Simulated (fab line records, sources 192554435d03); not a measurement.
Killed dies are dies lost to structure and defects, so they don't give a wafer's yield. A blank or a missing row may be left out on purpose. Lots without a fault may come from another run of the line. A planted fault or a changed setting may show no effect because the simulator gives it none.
fab line records | flow n5_finfet
record lots=9 wafers=27 last_day=19
route steps=1938 shown BEOL_M4@1111 BEOL_M10@1493 PASSIVATION@1936
lots that met no fault: from a run of the same line without faults
start_h: hours from the record's first day to the start of the lot's first wafer shown | wait_h: hours since the lot's step before | " the same as in the row above | L1.1+2: a row that stands for several wafers | - no value, or no start given | * or withheld: withheld | < > ~ a bound
route shown NAME@n: a module of which the file shows steps, and the number in the route of the first | usual: mean/standard deviation of fault-free wafers | same: alike in all rows | chamber/n: place in a boat | sites: the reading at each site | _std_site: their standard deviation | _edge_site: outer sites' mean less inner sites' | radius_mm: how far each site lies from the wafer's centre | mask NAME#n: copy n | behind: the tool/chamber that last shaped the wafer | hold: why the lot was held/for how many hours/how that ended | device: the transistor (n, p or np) that didn't switch | end of line: the same wafers' tests at the end of the route | a step without rows: its recipe alone | killed: dies lost to structure and defects at the first sort, not the wafer's yield | map: a wafer's dies, x killed, . not, _ none there
set.NAME: the setting as run; set.NAME@STEP: as run at that earlier step | model.NAME: the simulator's own value behind a step, which no gauge read
steps of the route over a sample of lots; a table a step, a row a wafer
services: from which hour (start_h, from the record's first day; less than 0 if before it) a tool's chamber was out of use, for how many hours, and why
## steps
# step N5_BEOL_M4_RC_MEAS_101
# usual DIBL_N=36.4/1.9 DIBL_P=35.8/2.1 IOFF_N=0.158/0.029 IOFF_P=0.21/0.035 ION_N=676/14 ION_P=465/9.7 SS_N=71.5/0.66 SS_P=73.4/0.7 VT_N=249.8/3 VT_P=-250/3.3
# columns lot.wafer tool chamber start_h wait_h DIBL_N[mV/V] DIBL_P[mV/V] IOFF_N[nA/um] IOFF_P[nA/um] ION_N[uA/um] ION_P[uA/um] SS_N[mV/dec] SS_P[mV/dec] VT_N[mV] VT_P[mV]
L653.1 prober-01 0 202.33 0.0 38.5 39.9 0.219 0.27 677 463 71.9 75.0 242.7 -249
L653.4 " 0 " " 37.8 36.8 0.196 0.21 677 455 72.8 73.8 249.7 -251
L653.6 " 0 " " 37.9 37.4 0.190 0.21 665 452 72.8 74.1 250.0 -253
L655.3 prober-02 0 202.43 0.3 38.1 37.1 0.194 0.26 698 479 71.5 73.5 243.8 -245
L655.4 " 0 " " 37.7 36.5 0.180 0.25 703 489 71.7 73.9 246.4 -247
L655.6 " 0 " " 35.1 33.8 0.139 0.21 691 482 70.8 72.7 249.2 -247
L659.1 prober-02 0 233.13 0.0 37.6 35.5 0.155 0.22 688 474 70.3 73.1 249.2 -248
L659.2 " 0 " " 38.4 36.2 0.171 0.22 690 471 71.1 73.4 250.3 -246
L659.4 " 0 " " 39.1 37.2 0.180 0.25 688 476 71.3 73.6 249.5 -245
L660.3 prober-01 0 233.73 0.3 37.8 37.2 0.177 0.26 676 473 71.2 73.9 248.1 -248
L660.5 " 0 " " 37.5 37.2 0.171 0.26 676 471 71.5 74.0 248.2 -246
L660.6 " 0 " " 35.5 34.2 0.135 0.20 667 465 70.9 73.1 252.9 -250
L668.1 prober-02 0 282.74 0.0 35.6 34.7 0.148 0.19 680 468 71.1 72.9 250.3 -252
L668.3 " 0 " " 36.3 35.7 0.159 0.20 682 463 71.1 73.4 249.3 -249
L668.6 " 0 " " 34.5 33.4 0.129 0.17 666 455 71.4 72.7 252.4 -252
L669.1 prober-02 0 302.32 0.0 37.2 36.5 0.184 0.24 702 483 71.8 73.5 245.4 -248
L669.2 " 0 " " 35.7 33.7 0.157 0.20 689 468 71.6 72.7 246.4 -250
L669.4 " 0 " " 38.0 36.4 0.185 0.23 687 467 72.3 73.7 245.8 -250
L671.2 prober-02 0 306.54 0.3 35.8 34.8 0.155 0.21 671 469 71.1 73.4 250.0 -249
L671.3 " 0 " " 35.2 34.1 0.142 0.19 666 459 71.3 73.4 251.1 -248
L671.5 " 0 " " 34.1 31.6 0.117 0.16 656 448 71.0 72.0 250.5 -251
L673.2 prober-02 0 329.41 0.2 38.4 37.8 0.196 0.23 676 461 72.1 73.7 247.2 -247
L673.5 " 0 " " 35.8 33.4 0.134 0.17 666 454 70.3 72.7 250.9 -251
L673.6 " 0 " " 39.0 37.1 0.208 0.23 665 457 72.7 73.9 247.2 -250
L675.1 prober-02 0 334.96 0.0 37.2 37.9 0.162 0.22 671 459 72.3 73.8 250.7 -250
L675.2 " 0 " " 35.6 36.8 0.142 0.20 679 464 71.2 72.9 250.5 -249
L675.6 " 0 " " 36.6 37.2 0.151 0.22 670 461 71.8 73.7 252.0 -248
# step N5_BEOL_M10_CD_MEAS_18
# recipe pitch_nm=140 target_cd_nm=70
# usual cd_nm=70.1/0.72
# columns lot.wafer tool chamber start_h wait_h cd_nm
L655.3 cd_sem-01 - 255.10 0.1 70.7
L655.4 " - " " 71.1
L655.6 " - " " 70.4
L653.1 cd_sem-02 - 255.23 0.0 70.9
L653.4 " - " " 70.4
L653.6 " - " " 69.9
L660.3 cd_sem-01 - 282.41 0.1 69.4
L660.5 " - " " 71.0
L660.6 " - " " 70.2
L659.1 cd_sem-03 - 286.96 0.0 71.0
L659.2 " - " " 70.2
L659.4 " - " " 70.2
L668.1 cd_sem-01 - 331.90 0.0 72.4
L668.3 " - " " 70.8
L668.6 " - " " 71.6
L669.1 cd_sem-01 - 356.62 0.0 69.4
L669.2 " - " " 70.2
L669.4 " - " " 69.8
L671.2 cd_sem-03 - 361.00 0.1 70.1
L671.3 " - " " 70.9
L671.5 " - " " 70.6
L673.2 cd_sem-03 - 379.79 0.1 68.9
L673.5 " - " " 70.3
L673.6 " - " " 71.4
L675.1 cd_sem-01 - 394.99 0.0 70.8
L675.2 " - " " 70.9
L675.6 " - " " 71.3
# step N5_BEOL_M10_ETCH_65
# recipe chemistry=CF4 target=SiARC target_depth_a=390 mask_material=CAR-ArF time_s=65 ion_energy_ev=80 pressure_mtorr=40 source_w=545 bias_w=36 Ar_flow_sccm=100 cf4_flow_sccm=100 ends=cleared
# usual bias_w=36.00/0.11 cf4_flow_sccm=100.0/0.3 chamber_pressure_mTorr=40.00/0.058 drypump_motor_current_A=5.5/0.58 etch_rf_on_time_s=64.1/1.2 oes_product_au=0.69/0.054 rf_fwd_power_W=538.4/2.7 rf_vpp_V=184.2/1.2 showerhead_plenum_p_Torr=2.15/0.074 throttle_valve_pct=15.63/0.21
# columns lot.wafer tool chamber start_h wait_h bias_w cf4_flow_sccm chamber_pressure_mTorr drypump_motor_current_A etch_rf_on_time_s oes_product_au rf_fwd_power_W rf_hours_counter_h rf_vpp_V showerhead_plenum_p_Torr throttle_valve_pct
L655.3 rie_diel-03 3 255.63 0.0 35.82 99.5 40.03 5.1 65.8 0.71 539.7 56 182.8 2.10 15.40
L655.4 " 2 " " 35.89 99.9 39.44 5.1 61.8 0.70 541.7 86 183.7 2.08 15.60
L655.6 " 0 " " 36.08 100.4 40.01 5.7 63.1 0.77 539.7 - 186.8 2.27 15.52
L653.1 rie_diel-03 2 256.09 0.0 35.96 99.9 40.05 5.0 61.6 0.70 542.4 86 183.9 2.08 15.60
L653.4 " 0 " " 35.93 100.0 39.99 5.7 63.5 0.76 540.1 32 185.6 2.27 15.50
L653.6 " 1 " " 35.90 100.0 39.98 4.7 64.0 0.69 535.7 - 183.6 2.07 15.74
L660.3 rie_diel-04 1 284.27 0.0 36.01 100.3 40.00 6.3 63.9 0.74 539.7 49 184.4 2.18 15.23
L660.5 " 3 " " 36.08 99.9 40.02 6.2 65.8 0.62 536.5 - 184.8 2.22 15.96
L660.6 " 0 " " 35.91 100.0 40.01 6.2 65.6 0.60 535.1 - 184.3 2.13 16.08
L659.1 rie_diel-03 2 289.69 0.0 36.02 100.3 39.99 5.1 62.3 0.69 542.4 99 182.2 2.08 15.63
L659.2 " 1 " " 35.93 100.5 40.04 4.7 64.0 0.68 535.7 96 182.1 2.07 15.76
L659.4 " 3 " " 35.99 100.0 40.04 5.1 65.2 0.71 539.2 68 184.0 2.09 15.43
L668.1 rie_diel-05 2 334.34 0.0 35.98 100.2 40.05 6.6 62.5 0.68 536.4 106 185.5 2.15 15.44
L668.3 " 1 " " 35.92 100.3 40.05 5.5 65.3 0.60 539.7 238 185.8 2.20 16.02
L668.6 " 0 " " 35.83 100.0 40.01 5.1 65.1 0.69 535.6 - 184.4 2.17 15.51
L669.1 rie_diel-03 0 359.50 0.0 36.10 100.4 40.02 5.7 63.3 0.72 540.3 68 186.6 2.26 15.58
L669.2 " 3 " " 36.17 100.4 39.95 5.1 64.6 0.69 540.9 87 183.2 2.09 15.47
L669.4 " 2 " " 36.01 99.7 39.99 5.1 61.8 0.67 540.3 124 184.8 2.07 15.67
L671.2 rie_diel-03 1 361.41 0.0 36.05 100.1 39.97 4.7 65.1 0.65 534.6 124 182.6 2.06 15.80
L671.3 " 0 " " 36.07 100.4 40.05 5.7 63.6 0.72 538.6 69 184.5 2.26 15.59
L671.5 " 0 " " 36.03 100.0 40.03 5.7 64.8 0.71 539.7 - 184.4 2.26 15.60
L673.2 rie_diel-04 3 381.59 0.0 35.88 100.0 40.01 6.2 66.1 0.59 539.7 249 184.3 2.20 16.02
L673.5 " 1 " " 36.25 99.9 40.03 6.3 64.0 0.70 538.1 - 184.9 2.17 15.31
L673.6 " 0 " " 36.18 100.0 39.96 6.1 63.0 0.83 533.6 - 183.6 2.12 15.58
L675.1 rie_diel-03 0 397.55 0.0 36.00 100.3 40.00 5.7 63.7 0.71 539.7 81 186.2 2.25 15.61
L675.2 " 2 " " 35.76 99.8 39.97 5.1 62.3 0.66 539.8 136 181.4 2.06 15.71
L675.6 " 1 " " 35.93 100.3 39.97 4.7 64.4 0.65 537.6 - 183.4 2.06 15.82
# step N5_BEOL_M10_ETCH_41
# recipe chemistry=CH3F/O2 target=SiCN target_depth_a=426 taper_deg=2 time_s=86 ion_energy_ev=120 mask_material=TiN pressure_mtorr=30 source_w=395 bias_w=75 Ar_flow_sccm=150 CH3F_flow_sccm=30 O2_flow_sccm=20
# usual CH3F_flow_sccm=30.01/0.085 O2_flow_sccm=20.00/0.063 chamber_pressure_mTorr=30.001/0.028 drypump_motor_current_A=5.5/0.59 oes_product_au=0.80/0.063 rf_fwd_power_W=392.0/1.7 rf_vpp_V=297.3/1.6 showerhead_plenum_p_Torr=2.01/0.069 throttle_valve_pct=16.36/0.23
# columns lot.wafer tool chamber start_h wait_h CH3F_flow_sccm O2_flow_sccm chamber_pressure_mTorr drypump_motor_current_A oes_product_au rf_fwd_power_W rf_hours_counter_h rf_vpp_V showerhead_plenum_p_Torr throttle_valve_pct
L655.3 rie_diel-03 3 255.95 - 30.09 20.04 30.010 5.1 0.84 395.1 56 296.6 1.95 16.11
L655.4 " 2 " " 30.11 20.01 29.973 5.1 0.83 393.5 86 297.5 1.96 16.44
L655.6 " 0 " " 29.89 20.05 29.980 5.7 0.90 395.4 - 300.3 2.13 16.22
L653.1 rie_diel-03 2 256.41 - 29.99 20.01 30.001 5.1 0.81 393.4 87 295.5 1.96 16.46
L653.4 " 0 " " 29.91 19.92 30.018 5.7 0.89 391.7 32 300.7 2.13 16.23
L653.6 " 1 " " 30.07 20.03 29.993 4.7 0.82 391.1 - 296.2 1.94 16.51
L660.3 rie_diel-04 1 284.59 - - - - - - - - - - -
L660.5 " 3 " " - - - - - - - - - -
L660.6 " 0 " " - - - - - - - - - -
L659.1 rie_diel-03 2 290.01 - - - - - - - - - - -
L659.2 " 1 " " - - - - - - - - - -
L659.4 " 3 " " - - - - - - - - - -
L668.1 rie_diel-05 2 334.66 - 29.98 20.09 29.984 6.6 0.80 393.3 107 299.1 2.01 16.17
L668.3 " 1 " " 29.98 19.94 30.024 5.5 0.70 392.3 238 297.7 2.06 16.71
L668.6 " 0 " " 29.98 19.99 29.983 5.1 0.80 390.6 - 297.2 2.02 16.16
L669.1 rie_diel-03 0 359.82 - 30.09 19.90 29.982 5.7 0.84 392.0 68 300.6 2.12 16.31
L669.2 " 3 " " 30.05 20.01 29.985 5.1 0.81 392.4 87 298.0 1.94 16.18
L669.4 " 2 " " 30.02 20.03 30.036 5.1 0.78 394.2 124 295.8 1.95 16.52
L671.2 rie_diel-03 1 361.73 - 30.01 19.92 30.023 4.7 0.77 391.2 124 295.6 1.93 16.59
L671.3 " 0 " " 29.99 19.99 30.016 5.7 0.84 391.5 69 300.0 2.12 16.31
L671.5 " 0 " " 29.95 20.00 30.003 5.7 0.83 393.1 - 300.2 2.12 16.31
L673.2 rie_diel-04 3 381.90 - 30.04 20.08 30.034 6.2 0.69 392.8 249 298.6 2.06 16.70
L673.5 " 1 " " 29.99 20.04 30.040 6.3 0.82 392.4 - 299.6 2.04 16.09
L673.6 " 0 " " 30.10 19.97 30.057 6.2 0.97 389.1 - 296.9 1.98 16.33
L675.1 rie_diel-03 0 397.87 - 29.90 20.00 29.983 5.7 0.82 394.0 81 297.8 2.11 16.32
L675.2 " 2 " " 29.99 20.03 30.080 5.1 0.76 393.3 136 296.6 1.94 16.55
L675.6 " 1 " " 30.12 20.11 30.039 4.7 0.76 389.3 - 294.0 1.93 16.61
# step N5_BEOL_M10_DEGAS_44
# recipe ambient=vacuum temp_c=250 time_s=60
# usual heater_power_w=346/26 susceptor_temp_C=250.04/0.16
# columns lot.wafer tool chamber start_h wait_h heater_power_w susceptor_temp_C
L655.3 pvd_sputter-02 - 256.61 0.2 323 250.18
L655.4 " - " " 327 250.09
L655.6 " - " " 337 249.94
L653.1 pvd_sputter-02 - 257.07 0.3 323 250.03
L653.4 " - " " 365 250.02
L653.6 " - " " 317 249.86
L660.3 pvd_sputter-02 - 285.92 0.8 375 250.00
L660.5 " - " " 324 250.01
L660.6 " - " " 362 249.97
L659.1 pvd_sputter-03 - 291.63 1.2 382 249.97
L659.2 " - " " 360 249.89
L659.4 " - " " 339 250.10
L668.1 pvd_sputter-01 - 335.50 0.4 371 249.94
L668.3 " - " " 319 250.06
L668.6 " - " " 373 250.18
L669.1 pvd_sputter-02 - 360.62 0.4 329 249.99
L669.2 " - " " 368 249.81
L669.4 " - " " 330 249.88
L671.2 pvd_sputter-02 - 362.60 0.4 351 250.19
L671.3 " - " " 371 250.02
L671.5 " - " " 372 250.35
L673.2 pvd_sputter-03 - 382.97 0.6 354 250.13
L673.5 " - " " 348 250.32
L673.6 " - " " 351 250.16
L675.1 pvd_sputter-03 - 398.68 0.4 359 250.16
L675.2 " - " " 284 250.02
L675.6 " - " " 344 250.07
# step N5_PASSIVATION_PROBE_49
# usual defect_limited_yield=91.3/1.3 killed_at_M0_to_M3=34/9.1 killed_at_M4_up=14/5.6 killed_at_contacts=13/5.9 killed_at_front_end=39/11 killed_at_other=3.6/3 killed_dies=102/16 killed_on_rim=13/4 killed_open=68/12 killed_short=33/7.3 sort_bin_5_function=5.2/0.89 sort_bin_6_memory=3.2/0.68 sort_n_pass=1078/16 sort_yield_pct=91.3/1.3
# same gross_dies=1180 killed_at_back_side=0 sort_bin_4_leakage[%]=0 sort_bin_8_speed[%]=0
# columns lot.wafer tool chamber start_h wait_h defect_limited_yield[%] killed_at_M0_to_M3 killed_at_M4_up killed_at_contacts killed_at_front_end killed_at_other killed_dies killed_on_rim killed_open killed_short sort_bin_5_function[%] sort_bin_6_memory[%] sort_n_pass sort_yield_pct[%]
L653.1 prober-02 - 309.24 0.0 91.2 39 11 11 42 1 104 19 69 35 5.3 3.0 1076 91.2
L653.4 prober-02 - 309.39 0.2 92.0 17 18 7 46 6 94 10 56 38 4.7 3.0 1086 92.0
L653.6 prober-02 - 309.49 0.3 91.0 28 14 8 49 7 106 25 75 27 4.9 3.6 1074 91.0
L655.3 prober-02 - 313.52 0.1 91.9 28 8 5 47 8 96 17 60 34 4.7 3.4 1084 91.9
L655.4 prober-02 - 313.57 0.2 90.3 37 11 8 52 6 114 11 71 42 6.4 2.9 1066 90.3
L655.6 prober-02 - 313.67 0.3 89.9 40 16 13 48 2 119 22 85 33 5.3 4.5 1061 89.9
L660.3 prober-01 - 334.15 0.1 0 30 1101 4 39 6 1180 152 52 38 96.7 3.1 0 0
L660.5 prober-01 - 334.25 0.2 0 32 1082 17 48 1 1180 152 76 39 95.3 4.2 0 0
L660.6 prober-01 - 334.30 0.3 0 27 1117 4 32 0 1180 152 56 21 97.4 2.5 0 0
L659.1 prober-01 - 341.74 0.0 0 49 1046 12 70 3 1180 152 99 44 95.6 4.3 0 0
L659.2 prober-01 - 341.79 0.1 0 50 1058 18 52 2 1180 152 89 44 95.2 4.4 0 0
L659.4 prober-01 - 341.89 0.2 0 43 1070 16 46 5 1180 152 79 45 96.3 3.5 0 0
L668.1 prober-02 - 385.13 0.0 92.4 24 6 13 47 0 90 10 66 21 5.1 2.5 1090 92.4
L668.3 prober-02 - 385.23 0.1 92.2 24 6 22 34 6 92 10 61 30 4.0 3.6 1088 92.2
L668.6 prober-02 - 385.38 0.3 90.5 36 9 9 56 2 112 21 77 34 6.0 3.3 1068 90.5
L669.1 prober-02 - 416.10 0.0 92.9 24 16 12 29 3 84 11 49 35 4.6 2.1 1096 92.9
L669.2 prober-02 - 416.15 0.1 91.4 23 17 7 54 0 101 19 66 30 4.7 3.2 1079 91.4
L669.4 prober-02 - 416.25 0.2 91.4 46 7 9 39 0 101 7 64 36 5.7 2.7 1079 91.4
L675.1 prober-01 - 450.94 0.0 90.5 29 16 12 45 10 112 13 66 45 5.7 3.6 1068 90.5
L675.2 prober-01 - 450.99 0.1 90.8 30 18 13 45 2 108 19 66 37 5.5 3.2 1072 90.8
L675.6 prober-01 - 451.19 0.3 90.7 41 11 11 40 7 110 15 80 29 5.1 3.8 1070 90.7
# killed by level:class
L653.1 FIN_SAQP:geometric_particle:short=15 BEOL_M2:geometric_particle:open=12 MOL_CONTACT_COAG:geometric_particle:open=9 FIN_SAQP:geometric_particle:open=7 BEOL_M1:geometric_particle:open=7 BEOL_M3:geometric_particle:open=7 BEOL_M0_SAQP:geometric_particle:open=5 STI_FIN_REVEAL:geometric_particle:open=4
L653.4 STI_FIN_REVEAL:geometric_particle:open=13 FIN_SAQP:geometric_particle:open=7 FIN_SAQP:geometric_particle:short=7 MOL_CONTACT_COAG:geometric_particle:open=7 BEOL_M0_SAQP:geometric_particle:short=7 BEOL_M4:geometric_particle:short=7 GATE_CUT:geometric_particle:short=5 BEOL_M5:geometric_particle:open=3
L653.6 BEOL_M2:geometric_particle:open=13 STI_FIN_REVEAL:geometric_particle:open=12 MOL_CONTACT_COAG:geometric_particle:open=8 FIN_SAQP:geometric_particle:short=7 BEOL_M4:geometric_particle:open=6 GATE_CUT:geometric_particle:short=5 BEOL_M3:geometric_particle:open=5 BEOL_M0_SAQP:geometric_particle:open=4
L655.3 STI_FIN_REVEAL:geometric_particle:open=15 GATE_CUT:geometric_particle:short=8 STI_FIN_REVEAL:geometric_particle:short=7 BEOL_M0_SAQP:geometric_particle:open=5 BEOL_M1:geometric_particle:open=5 BEOL_M3:geometric_particle:open=5 DUMMY_GATE:geometric_particle:open=4 BEOL_M2:geometric_particle:open=4
L655.4 FIN_SAQP:geometric_particle:short=12 STI_FIN_REVEAL:geometric_particle:open=12 BEOL_M1:geometric_particle:open=8 BEOL_M2:geometric_particle:open=8 FIN_SAQP:geometric_particle:open=7 MOL_CONTACT_COAG:geometric_particle:open=7 BEOL_M3:geometric_particle:open=6 BEOL_M0_SAQP:geometric_particle:short=5
L655.6 BEOL_M2:geometric_particle:open=11 BEOL_M4:geometric_particle:open=11 STI_FIN_REVEAL:geometric_particle:open=10 GATE_CUT:geometric_particle:short=10 MOL_CONTACT_COAG:geometric_particle:open=10 GATE_CUT:geometric_particle:open=9 BEOL_M3:geometric_particle:open=7 BEOL_M0_SAQP:geometric_particle:open=6
L660.3 BEOL_M10:area_etch=1089 STI_FIN_REVEAL:geometric_particle:open=16 BEOL_M0_SAQP:geometric_particle:short=12 BEOL_M0_SAQP:geometric_particle:open=6 BEOL_M2:geometric_particle:open=6 STI_FIN_REVEAL:geometric_particle:short=4 GATE_CUT:geometric_particle:short=4 MOL_CONTACT_COAG:geometric_particle:open=4
L660.5 BEOL_M10:area_etch=1065 STI_FIN_REVEAL:geometric_particle:open=15 MOL_CONTACT_COAG:geometric_particle:open=15 BEOL_M0_SAQP:geometric_particle:open=11 STI_FIN_REVEAL:geometric_particle:short=7 BEOL_M2:geometric_particle:short=7 FIN_SAQP:geometric_particle:open=6 BEOL_M2:geometric_particle:open=6
L660.6 BEOL_M10:area_etch=1103 STI_FIN_REVEAL:geometric_particle:open=15 BEOL_M0_SAQP:geometric_particle:short=11 DUMMY_GATE:geometric_particle:open=8 BEOL_M4:geometric_particle:open=6 BEOL_M2:geometric_particle:open=4 MOL_CONTACT_COAG:geometric_particle:open=4 BEOL_M0_SAQP:geometric_particle:open=4
L659.1 BEOL_M10:area_etch=1036 STI_FIN_REVEAL:geometric_particle:open=20 FIN_SAQP:geometric_particle:open=18 BEOL_M0_SAQP:geometric_particle:open=16 BEOL_M0_SAQP:geometric_particle:short=11 BEOL_M2:geometric_particle:open=11 MOL_CONTACT_COAG:geometric_particle:open=10 FIN_SAQP:geometric_particle:short=9
L659.2 BEOL_M10:area_etch=1045 MOL_CONTACT_COAG:geometric_particle:open=16 FIN_SAQP:geometric_particle:open=14 BEOL_M0_SAQP:geometric_particle:open=12 BEOL_M3:geometric_particle:open=11 FIN_SAQP:geometric_particle:short=8 BEOL_M2:geometric_particle:open=8 GATE_CUT:geometric_particle:short=7
L659.4 BEOL_M10:area_etch=1055 MOL_CONTACT_COAG:geometric_particle:open=14 BEOL_M0_SAQP:geometric_particle:open=11 BEOL_M3:geometric_particle:open=11 BEOL_M0_SAQP:geometric_particle:short=9 FIN_SAQP:geometric_particle:short=8 GATE_CUT:geometric_particle:short=8 FIN_SAQP:geometric_particle:open=7
L668.1 STI_FIN_REVEAL:geometric_particle:open=13 FIN_SAQP:geometric_particle:open=10 MOL_CONTACT_COAG:geometric_particle:open=7 BEOL_M3:geometric_particle:open=7 MOL_CONTACT_COAG:geometric_particle:short=6 BEOL_M2:geometric_particle:open=6 STARTING-WAFER:geometric_particle:open=6 BEOL_M1:geometric_particle:open=5
L668.3 MOL_CONTACT_COAG:geometric_particle:open=20 STI_FIN_REVEAL:geometric_particle:open=9 GATE_CUT:geometric_particle:short=6 BEOL_M0_SAQP:geometric_particle:open=5 STI_FIN_REVEAL:geometric_particle:short=4 GATE_CUT:geometric_particle:open=4 BEOL_M2:geometric_particle:open=4 BEOL_M0_SAQP:geometric_particle:short=4
L668.6 STI_FIN_REVEAL:geometric_particle:open=16 FIN_SAQP:geometric_particle:open=14 BEOL_M0_SAQP:geometric_particle:short=10 FIN_SAQP:geometric_particle:short=8 BEOL_M0_SAQP:geometric_particle:open=8 MOL_CONTACT_COAG:geometric_particle:open=7 BEOL_M1:geometric_particle:open=6 GATE_CUT:geometric_particle:short=5
L669.1 BEOL_M3:geometric_particle:open=11 MOL_CONTACT_COAG:geometric_particle:open=9 BEOL_M4:geometric_particle:open=8 FIN_SAQP:geometric_particle:short=6 BEOL_M0_SAQP:geometric_particle:short=5 STI_FIN_REVEAL:geometric_particle:open=4 BEOL_M4:geometric_particle:short=4 STI_FIN_REVEAL:geometric_particle:short=3
L669.2 STI_FIN_REVEAL:geometric_particle:open=22 FIN_SAQP:geometric_particle:open=8 BEOL_M0_SAQP:geometric_particle:short=8 MOL_CONTACT_COAG:geometric_particle:open=7 STI_FIN_REVEAL:geometric_particle:short=6 BEOL_M8:geometric_particle:open=5 BEOL_M3:geometric_particle:open=5 HKMG_FIN:area_etch=5
L669.4 BEOL_M0_SAQP:geometric_particle:short=15 BEOL_M0_SAQP:geometric_particle:open=12 FIN_SAQP:geometric_particle:open=11 DUMMY_GATE:geometric_particle:open=8 MOL_CONTACT_COAG:geometric_particle:open=7 BEOL_M3:geometric_particle:open=6 FIN_SAQP:geometric_particle:short=5 BEOL_M1:geometric_particle:short=4
L675.1 GATE_CUT:geometric_particle:short=9 MOL_CONTACT_COAG:geometric_particle:open=9 STI_FIN_REVEAL:geometric_particle:open=8 FIN_SAQP:geometric_particle:short=7 BEOL_M3:geometric_particle:open=7 BEOL_M0_SAQP:geometric_particle:short=7 BEOL_M4:geometric_particle:open=7 DUMMY_GATE:geometric_particle:open=5
L675.2 BEOL_M4:geometric_particle:open=10 STI_FIN_REVEAL:geometric_particle:open=9 BEOL_M0_SAQP:geometric_particle:short=9 FIN_SAQP:geometric_particle:open=7 GATE_CUT:geometric_particle:short=7 MOL_CONTACT_COAG:geometric_particle:open=7 GATE_CUT:geometric_particle:open=6 MOL_CONTACT_COAG:geometric_particle:short=6
L675.6 BEOL_M0_SAQP:geometric_particle:open=11 MOL_CONTACT_COAG:geometric_particle:open=10 BEOL_M3:geometric_particle:open=10 FIN_SAQP:geometric_particle:open=8 STI_FIN_REVEAL:geometric_particle:open=8 GATE_CUT:geometric_particle:short=8 BEOL_M2:geometric_particle:open=5 GATE_CUT:geometric_particle:open=4
## services
# columns tool chamber start_h hours kind
rie_diel-04 1 232.41 6.1 repair
rie_diel-04 0 267.86 1.3 repair
rie_diel-03 - 317.11 0.4 repair
rie_diel-03 - 340.17 4.3 pm
rie_diel-04 0 355.39 - clean
rie_diel-04 0 355.39 - consumable_replace:focus_ring
rie_diel-04 0 355.39 16.3 scheduled_down
rie_diel-04 0 355.39 16.3 vent_cycle
rie_diel-05 1 364.60 - clean
rie_diel-05 1 364.60 - consumable_replace:focus_ring
rie_diel-05 1 364.60 27.4 scheduled_down
rie_diel-05 1 364.60 27.4 vent_cycle
rie_diel-04 3 385.64 - clean
rie_diel-04 3 385.64 - consumable_replace:focus_ring
rie_diel-04 3 385.64 13.7 scheduled_down
rie_diel-04 3 385.64 13.7 vent_cycle
rie_diel-04 - 386.34 1.0 repair
## key
first_sign step=N5_BEOL_M10_ETCH_41 reading=tool_record direction=missing
effect step=N5_PASSIVATION_PROBE_49 reading=killed_at_M4_up direction=up sigmas=99+ usual=14 struck=1079
more_kills_born_at N5_BEOL_M10_ETCH_41@rie_diel-04=3257 N5_BEOL_M10_ETCH_41@rie_diel-03=3136
met_at N5_BEOL_M10_ETCH_41
struck_lots L659,L660
later_rows_left_out L659.1,L659.2,L659.4,L660.3,L660.5,L660.6
not_acting_at N5_BEOL_M10_CD_MEAS_18,N5_BEOL_M10_ETCH_65,N5_BEOL_M10_DEGAS_44
onset_between 256.41 284.59
fault kind=skipped_step_whole tool=rie_diel-03,rie_diel-04 chamber=- onset_h=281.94 steps=N5_BEOL_M10_ETCH_41 scope=struck_lots_only
# later_rows_left_out: the simulator's readings of these wafers behind a module that went badly wrong aren't trusted and aren't shown, but for the sort
